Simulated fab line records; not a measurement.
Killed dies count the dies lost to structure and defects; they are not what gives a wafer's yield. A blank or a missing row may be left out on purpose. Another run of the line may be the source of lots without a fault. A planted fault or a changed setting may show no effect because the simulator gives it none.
Check of tool commonality ; flow nand_harc ; Sample size 4 lots and 12 wafers

WHY THIS WAS OPENED
Flagged at NHARC_END_SORT_01: reading killed_at_array, on 3 of 4 lots. No-fault wafers: 26, standard deviation 10.
Rule: a lot gets a flag if all its wafers with a number sit over 4 standard deviations from that mean, or if no wafer of it has a number. The rest of the lots are taken to be sound.

lot;measured;on;killed_at_array, wafer by wafer;flag
L500;day 21 11:18;prober-01;674 670 672;FLAGGED
L499;day 21 11:19;prober-02;675 677 675;FLAGGED
L504;day 21 20:42;prober-01;673 673 674;FLAGGED
L511;day 24 06:40;prober-02;9 14 11;
The mean of the flagged lots' numbers is 674, +648 from the usual (+65 standard deviations).

WHICH TOOL RAN EACH LOT
4 process steps preceding the reading are held in the record, out of 1159 steps in the route. In each cell: the tool, then ch and the chambers that the sampled wafers went through, then the start.
lot;flag;NHARC_A_CONTACT_ETCH_114;NHARC_A_CONTACT_ETCH_115;NHARC_A_CONTACT_ETCH_90;NHARC_A_CONTACT_ETCH_96
L500;FLAGGED;har_cap_etch-01 ch 0,1, day 18 19:50;har_cap_etch-01 ch 0,1, day 18 19:56;rie_diel-11 ch 1,2, day 18 21:16;rie_diel-11 ch 0,1,3, day 18 21:27
L499;FLAGGED;har_cap_etch-03 ch 1, day 18 16:25;har_cap_etch-03 ch 1, day 18 16:31;rie_diel-02 ch 1,2,3, day 18 17:50;rie_diel-02 ch 1,2,3, day 18 17:58
L504;FLAGGED;har_cap_etch-03 ch 0,1, day 19 00:29;har_cap_etch-03 ch 0,1, day 19 00:35;rie_diel-02 ch 0,3, day 19 01:54;rie_diel-02 ch 2,3, day 19 02:03
L511;;har_cap_etch-01 ch 0,1, day 21 15:02;har_cap_etch-01 ch 0,1, day 21 15:07;rie_diel-11 ch 0,2,3, day 21 16:27;rie_diel-11 ch 0,2,3, day 21 16:35
These steps, and what they do:
- NHARC_A_CONTACT_ETCH_114: etches the open film in C4F8/O2/Ar, time 94 s, target depth 922 nm.
- NHARC_A_CONTACT_ETCH_115: etches the open film in C4F8/O2/Ar, time 94 s, target depth 922 nm.
- NHARC_A_CONTACT_ETCH_90: etches the open film in CH3F/O2, target depth 40 nm, time 85.7 s.
- NHARC_A_CONTACT_ETCH_96: etches the open film in C4F6/O2, target depth 20 nm, time 10 s.
- NHARC_END_SORT_01

FLAGGED AGAINST TOTAL, ONE TOOL AT A TIME (gauges that did the reading follow at the end)
step;tool;lots run;flagged;share of the flagged lots;sound lots run after its first flagged lot
NHARC_A_CONTACT_ETCH_114;har_cap_etch-01;2;1;some;1 (L511)
NHARC_A_CONTACT_ETCH_114;har_cap_etch-03;2;2;some;0
NHARC_A_CONTACT_ETCH_115;har_cap_etch-01;2;1;some;1 (L511)
NHARC_A_CONTACT_ETCH_115;har_cap_etch-03;2;2;some;0
NHARC_A_CONTACT_ETCH_90;rie_diel-02;2;2;some;0
NHARC_A_CONTACT_ETCH_90;rie_diel-11;2;1;some;1 (L511)
NHARC_A_CONTACT_ETCH_96;rie_diel-02;2;2;some;0
NHARC_A_CONTACT_ETCH_96;rie_diel-11;2;1;some;1 (L511)
NHARC_END_SORT_01;prober-01;2;2;some;0
NHARC_END_SORT_01;prober-02;2;1;some;1 (L511)

WHAT THE TABLE PERMITS
No row of the table ran every flagged lot.

WHAT THE SIMULATOR HAD INSERTED
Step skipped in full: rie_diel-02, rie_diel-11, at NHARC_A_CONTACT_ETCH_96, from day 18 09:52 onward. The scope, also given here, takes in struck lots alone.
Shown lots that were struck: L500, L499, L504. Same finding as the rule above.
